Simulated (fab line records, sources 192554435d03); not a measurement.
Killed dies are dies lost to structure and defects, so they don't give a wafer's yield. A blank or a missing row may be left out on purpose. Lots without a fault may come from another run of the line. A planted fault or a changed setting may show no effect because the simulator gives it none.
Which tool did it? | flow n5_finfet | 7 lots, 19 wafers sampled, at 8 steps of a route of 1938

WHAT THE GAUGES READ, wafer by wafer
N5_BEOL_M9_OVL_MEAS_29.
lot  | measured     | on         | V8_OVL (nm)
L751 | day 9 15:03  | overlay-01 | -0.6 -0.2 0.2
L754 | day 10 18:38 | overlay-01 | 0.8 0.3 0.6
L760 | day 12 19:50 | overlay-01 | -1.1 0.9
L762 | day 13 02:21 | overlay-02 | -0.2 -0.4
L767 | day 14 07:56 | overlay-02 | -1.1 -0.9 -1.3
L768 | day 14 21:14 | overlay-02 | 0.4 -0.2 0.5
L772 | day 16 05:40 | overlay-02 | 0.0 0.0 0.8

N5_BEOL_M9_OCD_MEAS_38.
lot  | measured     | on     | trench_depth_nm (nm)
L751 | day 9 15:36  | ocd-02 | 147 149 147
L754 | day 10 19:35 | ocd-01 | 149 151 151
L760 | day 12 20:40 | ocd-01 | 125 152
L762 | day 13 02:53 | ocd-02 | 122 154
L767 | day 14 08:29 | ocd-02 | 147 156 147
L768 | day 14 21:47 | ocd-01 | 157 149 157
L772 | day 16 06:13 | ocd-02 | 151 148 147

N5_BEOL_M9_THK_MEAS_53: measures by xrf.
lot  | measured     | on            | M9_THK (nm)
L751 | day 9 17:31  | film_metro-02 | 132 138 135
L754 | day 10 23:17 | film_metro-02 | 137 140 140
L760 | day 13 00:21 | film_metro-02 | 115 141
L762 | day 13 05:21 | film_metro-02 | 111 142
L767 | day 14 13:27 | film_metro-01 | 135 145 136
L768 | day 15 00:59 | film_metro-01 | 148 140 148
L772 | day 16 09:41 | film_metro-02 | 139 136 135

N5_BEOL_M9_RS_MEAS_57: measures by four-point-probe.
lot  | measured     | on            | M9_RS (ohm/sq)
L751 | day 9 17:41  | film_metro-01 | 0.160 0.154 0.158
L754 | day 10 23:26 | film_metro-01 | 0.156 0.152 0.151
L760 | day 13 00:29 | film_metro-01 | 0.190 0.152
L762 | day 13 05:29 | film_metro-01 | 0.197 0.149
L767 | day 14 13:35 | film_metro-02 | 0.159 0.146 0.158
L768 | day 15 01:07 | film_metro-02 | 0.145 0.154 0.144
L772 | day 16 09:49 | film_metro-01 | 0.152 0.155 0.156

N5_BEOL_M15_RC_MEAS_101.
lot  | measured     | on        | COMB_M10 (S/m)             | COMB_M11 (S/m)          | COMB_M12 (S/m)          | COMB_M12_max_site (S/m)  | COMB_M13 (S/m)          | COMB_M14 (S/m)          | COMB_M15 (S/m)          | COMB_M5 (S/m)           | COMB_M6 (S/m)           | COMB_M7 (S/m)           | COMB_M8 (S/m)           | COMB_M8_max_site (S/m)  | SERP_M10 (ohm/um) | SERP_M11 (ohm/um) | SERP_M12 (ohm/um) | SERP_M13 (ohm/um) | SERP_M14 (ohm/um) | SERP_M5 (ohm/um) | SERP_M6 (ohm/um) | SERP_M6_max_site (ohm/um) | SERP_M7 (ohm/um) | SERP_M8 (ohm/um) | SERP_M9 (ohm/um) | SERP_M9_max_site (ohm/um)
L751 | day 11 09:50 | prober-01 | 1.72e-11 1.46e-11 1.27e-11 | 1.5e-11 1.3e-11 1.2e-11 | 6.9e-12 6.3e-12 8.4e-12 | 8.1e-12 9.7e-12 9.9e-12  | 4.4e-12 6e-12 4.3e-12   | 4.1e-12 4.9e-12 4.7e-12 | 2.5e-12 2.6e-12 3.5e-12 | 3.3e-11 3e-11 2.4e-11   | 1.6e-11 1.8e-11 2.4e-11 | 1.4e-11 2.8e-11 2.4e-11 | 2.6e-11 2e-11 2.3e-11   | 3.8e-11 2.7e-11 2.9e-11 | 3.09 3.13 3.14    | 3.01 2.89 3.04    | 0.628 0.631 0.599 | 0.296 0.314 0.298 | 0.157 0.158 0.156 | 38.5 38.4 38.9   | 12.9 13.0 14.0   | 13.6 13.5 14.2            | 14.4 14.1 15.4   | 13.2 13.6 14.2   | 3.26 3.16 3.30   | 3.37 3.24 3.38
L754 | day 12 18:21 | prober-01 | 1.28e-11 2.04e-11 1.79e-11 | 2.1e-11 2.2e-11 1.1e-11 | 6.8e-12 8.3e-12 7.2e-12 | 9.3e-12 9.7e-12 8.4e-12  | 4e-12 4.3e-12 3.7e-12   | 3e-12 3.6e-12 2.8e-12   | 2.6e-12 3.2e-12 2.5e-12 | 2.5e-11 3.4e-11 3.5e-11 | 2e-11 2.8e-11 2.4e-11   | 2.6e-11 4.3e-11 3.3e-11 | 3.3e-11 2.5e-11 2.1e-11 | 4.5e-11 3.4e-11 3.2e-11 | 3.12 3.09 3.00    | 2.94 3.17 3.05    | 0.641 0.652 0.604 | 0.314 0.308 0.297 | 0.167 0.158 0.158 | 39.6 41.5 40.3   | 13.2 13.8 13.2   | 13.6 14.2 14.2            | 12.8 12.9 13.4   | 13.4 13.8 13.5   | 3.08 3.08 3.04   | 3.31 3.19 3.17
L760 | day 14 15:04 | prober-02 | 1.48e-11 1.49e-11          | 1.2e-11 1.6e-11         | 4.9e-12 6.5e-12         | 7.5e-12 1.03e-11         | 6.2e-12 5.8e-12         | 4e-12 6.1e-12           | 2.4e-12 3e-12           | 3.1e-11 3.7e-11         | 2.6e-11 2.1e-11         | 2.9e-11 2.5e-11         | 2.4e-11 1.5e-11         | 2.9e-11 1.9e-11         | 2.99 3.11         | 3.15 3.15         | 0.628 0.610       | 0.315 0.318       | 0.160 0.149       | 38.9 38.5        | 13.9 13.8        | 14.7 13.9                 | 14.6 14.3        | 14.5 14.4        | 3.79 3.11        | 3.89 3.28
L762 | day 14 23:34 | prober-01 | 1.99e-11 1.73e-11          | 1.4e-11 1.5e-11         | 6e-12 9.5e-12           | 9.3e-12 1.18e-11         | 5.2e-12 7e-12           | 4.6e-12 3.9e-12         | 2.6e-12 2.6e-12         | 3.3e-11 2.8e-11         | 2.5e-11 2.7e-11         | 2.5e-11 2.6e-11         | 2.7e-11 2.5e-11         | 3e-11 3.3e-11           | 3.20 3.14         | 3.22 3.19         | 0.654 0.665       | 0.312 0.320       | 0.158 0.157       | 42.0 41.5        | 13.5 13.6        | 14.1 13.9                 | 13.6 13.3        | 14.0 13.4        | 4.03 3.04        | 4.10 3.18
L767 | day 16 08:06 | prober-02 | 1.74e-11 1.87e-11 1.32e-11 | 1.5e-11 2.2e-11 1.7e-11 | 3.8e-12 5.2e-12 5.3e-12 | 6.4e-12 8.3e-12 6.5e-12  | 3.3e-12 2.9e-12 4.7e-12 | 3.8e-12 4.4e-12 4.7e-12 | 3.3e-12 2.5e-12 3.6e-12 | 3.1e-11 3.8e-11 4.1e-11 | 2.7e-11 2.2e-11 3.8e-11 | 3.1e-11 3.7e-11 2.8e-11 | 2.1e-11 2.9e-11 2.6e-11 | 3.6e-11 4.5e-11 3.4e-11 | 3.14 3.20 3.26    | 3.02 3.19 2.96    | 0.622 0.656 0.636 | 0.317 0.312 0.320 | 0.158 0.154 0.162 | 38.0 39.1 37.2   | 13.8 13.5 12.9   | 14.7 13.9 13.2            | 13.5 14.4 13.8   | 13.1 13.2 13.1   | 3.18 2.98 3.18   | 3.29 3.04 3.24
L768 | day 16 19:14 | prober-02 | 1.52e-11 1.48e-11 1.85e-11 | 1.1e-11 1.3e-11 1.5e-11 | 6.3e-12 6.5e-12 5.9e-12 | 1.02e-11 7.8e-12 9.2e-12 | 6.3e-12 4.3e-12 6.5e-12 | 3e-12 2.5e-12 2.9e-12   | 2.3e-12 2.3e-12 2.7e-12 | 3.9e-11 3.2e-11 5e-11   | 2.8e-11 3.6e-11 3.4e-11 | 1.9e-11 1.9e-11 2.2e-11 | 2.4e-11 2.5e-11 2e-11   | 4.1e-11 4.3e-11 3.6e-11 | 2.91 2.89 2.93    | 3.04 3.08 3.16    | 0.636 0.624 0.600 | 0.298 0.310 0.304 | 0.161 0.159 0.163 | 36.3 36.4 38.3   | 13.7 14.7 13.7   | 14.3 15.2 14.7            | 13.4 14.1 13.3   | 12.9 14.6 13.3   | 2.91 3.12 2.97   | 3.04 3.16 2.98
L772 | day 17 22:10 | prober-01 | 1.81e-11 1.79e-11 1.65e-11 | 1.9e-11 1.5e-11 1.7e-11 | 6.1e-12 7.9e-12 6e-12   | 1.16e-11 1.02e-11 8e-12  | 3.6e-12 4.9e-12 5e-12   | 4.2e-12 3.5e-12 3.8e-12 | 2e-12 2.1e-12 2.8e-12   | 2.3e-11 3e-11 3.1e-11   | 1.3e-11 2e-11 2.6e-11   | 2.1e-11 2.7e-11 2.2e-11 | 3.1e-11 2.7e-11 3.1e-11 | 4.1e-11 4.2e-11 4.9e-11 | 2.97 2.82 2.93    | 3.13 3.08 3.22    | 0.638 0.631 0.627 | 0.316 0.316 0.312 | 0.158 0.159 0.150 | 39.5 38.0 39.1   | 14.4 13.9 14.5   | 14.7 14.3 14.8            | 13.9 13.4 13.8   | 12.8 13.5 12.9   | 3.08 3.16 3.30   | 3.20 3.21 3.32

WHICH TOOL RAN EACH LOT (tool, then ch and the chambers of the sampled wafers, then the start)
lot  | N5_BEOL_M9_VIA_ETCH_34           | N5_BEOL_M9_TRENCH_ETCH_37        | N5_BEOL_M9_STRIP_80
L751 | rie_diel-04 ch 1,3, day 9 15:19  | rie_diel-04 ch 1,3, day 9 15:25  | rie_diel-04 ch 1,3, day 9 15:36 or earlier
L754 | rie_diel-04 ch 2,3, day 10 19:19 | rie_diel-04 ch 2,3, day 10 19:25 | rie_diel-04 ch 2,3, day 10 19:35 or earlier
L760 | rie_diel-04 ch 0,1, day 12 20:23 | rie_diel-04 ch 0,1, day 12 20:29 | rie_diel-04 ch 0,1, day 12 20:40 or earlier
L762 | rie_diel-04 ch 0,1, day 13 02:37 | rie_diel-04 ch 0,1, day 13 02:43 | rie_diel-04 ch 0,1, day 13 02:53 or earlier
L767 | rie_diel-02 ch 0,3, day 14 08:13 | rie_diel-02 ch 0,3, day 14 08:19 | rie_diel-02 ch 0,3, day 14 08:29 or earlier
L768 | rie_diel-02 ch 0,3, day 14 21:31 | rie_diel-02 ch 0,3, day 14 21:37 | rie_diel-02 ch 0,3, day 14 21:47 or earlier
L772 | rie_diel-02 ch 1,2, day 16 05:56 | rie_diel-02 ch 1,2, day 16 06:02 | rie_diel-02 ch 1,2, day 16 06:13 or earlier
- N5_BEOL_M9_VIA_ETCH_34: etches SiCOH lowk in C4F6/O2, target depth 182.4 nm, time 68.4 s.
- N5_BEOL_M9_TRENCH_ETCH_37: etches SiCOH lowk in C4F6/O2, target depth 151.43 nm, time 49 s.
- N5_BEOL_M9_STRIP_80: strips in N2/H2, time 10 s.

WHAT THE TOOLS THEMSELVES READ (means of the sampled wafers that have a number; where no wafer has one, the mark that the record gives instead)
N5_BEOL_M9_VIA_ETCH_34.
lot  | tool        | bias_w (W) | drypump_motor_current_A (A) | oes_f_703_au (a.u.) | oes_product_au (a.u.) | rf_fwd_power_W (W) | rf_vpp_V (V) | showerhead_plenum_p_Torr (Torr) | throttle_valve_pct (%)
L751 | rie_diel-04 | 185.2      | 5.4                         | 0.75                | 0.75                  | 340.9              | 660          | 2.96                            | 20.74
L754 | rie_diel-04 | 185.0      | 5.6                         | 0.78                | 0.75                  | 339.3              | 660          | 2.97                            | 20.85
L760 | rie_diel-04 | 184.8      | 5.4                         | 0.88                | 0.91                  | 340.4              | 668          | 2.91                            | 20.80
L762 | rie_diel-04 | 185.3      | 5.3                         | 0.88                | 0.91                  | 340.0              | 668          | 2.91                            | 20.80
L767 | rie_diel-02 | 185.0      | 6.0                         | 0.80                | 0.79                  | 340.7              | 663          | 2.88                            | 20.89
L768 | rie_diel-02 | 184.6      | 5.5                         | 0.86                | 0.86                  | 343.2              | 663          | 2.93                            | 20.71
L772 | rie_diel-02 | 185.4      | 6.6                         | 0.76                | 0.79                  | 341.3              | 658          | 2.83                            | 21.18

N5_BEOL_M9_TRENCH_ETCH_37.
lot  | tool        | bias_w (W) | drypump_motor_current_A (A) | oes_f_703_au (a.u.) | oes_product_au (a.u.) | rf_fwd_power_W (W) | rf_vpp_V (V) | showerhead_plenum_p_Torr (Torr) | throttle_valve_pct (%)
L751 | rie_diel-04 | 184.8      | 5.4                         | 0.75                | 0.75                  | 341.3              | 660          | 2.96                            | 20.76
L754 | rie_diel-04 | 185.0      | 5.6                         | 0.78                | 0.75                  | 339.4              | 659          | 2.96                            | 20.87
L760 | rie_diel-04 | 185.5      | 5.3                         | 0.89                | 0.85                  | 340.4              | 668          | 2.91                            | 20.80
L762 | rie_diel-04 | 184.6      | 5.4                         | 0.88                | 0.85                  | 340.3              | 668          | 2.91                            | 20.81
L767 | rie_diel-02 | 184.9      | 6.0                         | 0.79                | 0.79                  | 341.0              | 661          | 2.88                            | 20.92
L768 | rie_diel-02 | 184.6      | 5.5                         | 0.87                | 0.85                  | 342.0              | 663          | 2.93                            | 20.75
L772 | rie_diel-02 | 185.2      | 6.5                         | 0.76                | 0.79                  | 341.6              | 659          | 2.83                            | 21.20

N5_BEOL_M9_STRIP_80.
lot  | tool        | drypump_motor_current_A (A) | oes_product_au (a.u.) | rf_vpp_V (V) | showerhead_plenum_p_Torr (Torr) | throttle_valve_pct (%)
L751 | rie_diel-04 | 5.4                         | 0.75                  | 59.2         | 2.64                            | 23.55
L754 | rie_diel-04 | 5.6                         | 0.75                  | 59.0         | 2.62                            | 23.37
L760 | rie_diel-04 | 5.4                         | 0.91                  | 60.7         | 2.59                            | 23.83
L762 | rie_diel-04 | 5.4                         | 0.91                  | 59.2         | 2.59                            | 23.82
L767 | rie_diel-02 | 6.0                         | 0.80                  | 59.2         | 2.57                            | 23.55
L768 | rie_diel-02 | 5.5                         | 0.87                  | 59.4         | 2.63                            | 23.48
L772 | rie_diel-02 | 6.5                         | 0.80                  | 59.4         | 2.52                            | 23.98

THE ANSWER, worked out from the rows above alone
Rule: what is usual is taken from the lots themselves. Put in order of their means at a reading, lots are off if they are a third of the lots or fewer, leave a main group of 4 or more, and stand apart from it by a gap of 3 or more times the standard deviation of the main group's means; of several such gaps the widest counts. A main group whose means are all the same, to the digits that the tables above print for the reading, isn't used. A lot without any number at a reading at which 4 lots or more have one is off too. The other lots that the step has rows for count as sound. The gauges are gone through in route order, then the tools' own readings, and for those a lot's mean is taken as printed above. The first step at which some lot is off is used, and at that step the reading that is off furthest; a lot without a number counts as furthest.
Off: L760, L762, at N5_BEOL_M9_OCD_MEAS_38 (trench_depth_nm). The main group: mean 150 nm, standard deviation 2.3.
A tool fits if, at a process step before that reading, it ran every lot that is off, and no sound lot after the first of them. The gauges at N5_BEOL_M9_OCD_MEAS_38 aren't tried: what is off there is off at N5_BEOL_M9_RS_MEAS_57 too, on other tools, and a gauge's error can't cause that. N5_BEOL_M9_STRIP_80 gives no start for some lots, so the hours and the order of its lots are those of N5_BEOL_M9_OCD_MEAS_38. One fits: rie_diel-04 at N5_BEOL_M9_VIA_ETCH_34 and N5_BEOL_M9_TRENCH_ETCH_37 and N5_BEOL_M9_STRIP_80. At N5_BEOL_M9_VIA_ETCH_34 its last sound lot is L754 (day 10 19:19), its first lot that is off L760 (day 12 20:23): a fault that began between those two fits.

WHAT THE SIMULATOR HAD PUT IN
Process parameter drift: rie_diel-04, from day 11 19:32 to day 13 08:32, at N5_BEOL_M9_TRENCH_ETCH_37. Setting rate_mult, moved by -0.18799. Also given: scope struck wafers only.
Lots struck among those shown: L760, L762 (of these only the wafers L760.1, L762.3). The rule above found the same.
